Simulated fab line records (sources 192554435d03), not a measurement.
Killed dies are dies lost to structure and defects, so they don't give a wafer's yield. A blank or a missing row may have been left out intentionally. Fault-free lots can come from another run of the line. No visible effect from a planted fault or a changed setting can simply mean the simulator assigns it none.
Which tool was responsible? :: flow n5 finfet :: 9 lots, 27 wafers sampled, at 4 steps of a route of 1938

== WHAT THE GAUGES SHOWED, per wafer ==
N5_BEOL_M3_CD_MEAS_11: target cd 17.05 nm.
lot: L872
measured: day 6 21:16
on: cd sem-01
cd nm (nm): 16.96 16.61 17.12

lot: L874
measured: day 7 03:13
on: cd sem-01
cd nm (nm): 17.21 17.03 17.02

lot: L873
measured: day 7 11:31
on: cd sem-01
cd nm (nm): 17.22 17.02 16.83

lot: L875
measured: day 7 19:52
on: cd sem-03
cd nm (nm): 18.89 17.97 18.40

lot: L876
measured: day 8 14:26
on: cd sem-01
cd nm (nm): 16.96 16.97 16.53

lot: L877
measured: day 8 14:36
on: cd sem-01
cd nm (nm): 18.58 17.81 18.28

lot: L888
measured: day 11 14:52
on: cd sem-02
cd nm (nm): 17.13 16.84 17.13

lot: L890
measured: day 11 17:11
on: cd sem-01
cd nm (nm): 16.77 16.93 17.04

lot: L895
measured: day 13 07:17
on: cd sem-01
cd nm (nm): 16.98 16.78 17.29

== TOOL THAT RAN EACH LOT (tool first, then ch and the chambers of the sampled wafers, then the start) ==
lot: L872
N5_BEOL_M2_ANNEAL_51: rtp anneal-02 ch 0, day 6 19:49
N5_BEOL_M2_PRE_CLEAN_60: cvd co-01 ch 0,1,2, day 6 20:24
N5_BEOL_M3_EXPOSE_08: euv scanner-02 ch 0, day 6 21:08

lot: L874
N5_BEOL_M2_ANNEAL_51: rtp anneal-02 ch 0, day 7 01:40
N5_BEOL_M2_PRE_CLEAN_60: cvd co-01 ch 0,1,2, day 7 02:15
N5_BEOL_M3_EXPOSE_08: euv scanner-01 ch 0, day 7 03:05

lot: L873
N5_BEOL_M2_ANNEAL_51: rtp anneal-02 ch 0, day 7 07:27
N5_BEOL_M2_PRE_CLEAN_60: cvd co-02 ch 0,1,2, day 7 07:59
N5_BEOL_M3_EXPOSE_08: euv scanner-01 ch 0, day 7 11:25

lot: L875
N5_BEOL_M2_ANNEAL_51: rtp anneal-01 ch 0, day 7 15:57
N5_BEOL_M2_PRE_CLEAN_60: cvd co-02 ch 0,1,2, day 7 16:28
N5_BEOL_M3_EXPOSE_08: euv scanner-01 ch 0, day 7 19:46

lot: L876
N5_BEOL_M2_ANNEAL_51: rtp anneal-01 ch 0, day 8 12:29
N5_BEOL_M2_PRE_CLEAN_60: cvd co-01 ch 0,2, day 8 13:07
N5_BEOL_M3_EXPOSE_08: euv scanner-02 ch 0, day 8 14:19

lot: L877
N5_BEOL_M2_ANNEAL_51: rtp anneal-02 ch 0, day 8 12:35
N5_BEOL_M2_PRE_CLEAN_60: cvd co-01 ch 1,2, day 8 13:21
N5_BEOL_M3_EXPOSE_08: euv scanner-01 ch 0, day 8 14:29

lot: L888
N5_BEOL_M2_ANNEAL_51: rtp anneal-02 ch 0, day 11 12:50
N5_BEOL_M2_PRE_CLEAN_60: cvd co-02 ch 0,1,2, day 11 13:26
N5_BEOL_M3_EXPOSE_08: euv scanner-02 ch 0, day 11 14:44

lot: L890
N5_BEOL_M2_ANNEAL_51: rtp anneal-01 ch 0, day 11 14:31
N5_BEOL_M2_PRE_CLEAN_60: cvd co-01 ch 0,2, day 11 15:05
N5_BEOL_M3_EXPOSE_08: euv scanner-02 ch 0, day 11 17:04

lot: L895
N5_BEOL_M2_ANNEAL_51: rtp anneal-01 ch 0, day 13 04:59
N5_BEOL_M2_PRE_CLEAN_60: cvd co-01 ch 1,2, day 13 05:37
N5_BEOL_M3_EXPOSE_08: euv scanner-02 ch 0, day 13 07:10
- N5_BEOL_M2_ANNEAL_51: time 90 s.
- N5_BEOL_M2_PRE_CLEAN_60: time 15 s.
- N5_BEOL_M3_EXPOSE_08: exposes mask M3.

== THE ANSWER, worked out from the rows above alone ==
Rule: what is usual is taken from the lots themselves. Put in order of their means at a reading, lots are off if they are a third of the lots or fewer, leave a main group of 4 or more, and stand apart from it by a gap of 3 or more times the standard deviation of the main group's means; of several such gaps the widest counts. A main group is skipped when, at the precision printed for the reading in the tables above, its means are all equal. A lot without any number at a reading at which 4 lots or more have one is off too. The other lots that the step has rows for count as sound.
Off at N5_BEOL_M3_CD_MEAS_11 (cd nm): L875, L877. For the main group the mean is 16.97 nm and the standard deviation 0.088.
A tool fits if, at a process step before that reading, it ran every lot that is off, and no sound lot after the first of them. The gauges at N5_BEOL_M3_CD_MEAS_11 are tried like those tools. One fits: euv scanner-01 at N5_BEOL_M3_EXPOSE_08. A fault onset in the window from L873 (day 7 11:25, its last sound lot) to L875 (day 7 19:46, its first lot off) fits.

== WHAT THE SIMULATOR PUT IN ==
Drift in process parameters on euv scanner-01 at N5_BEOL_M3_EXPOSE_08, starting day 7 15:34. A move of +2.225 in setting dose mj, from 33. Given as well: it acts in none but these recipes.
Struck lots among those shown: L875, L877. The rule given above showed the same thing.
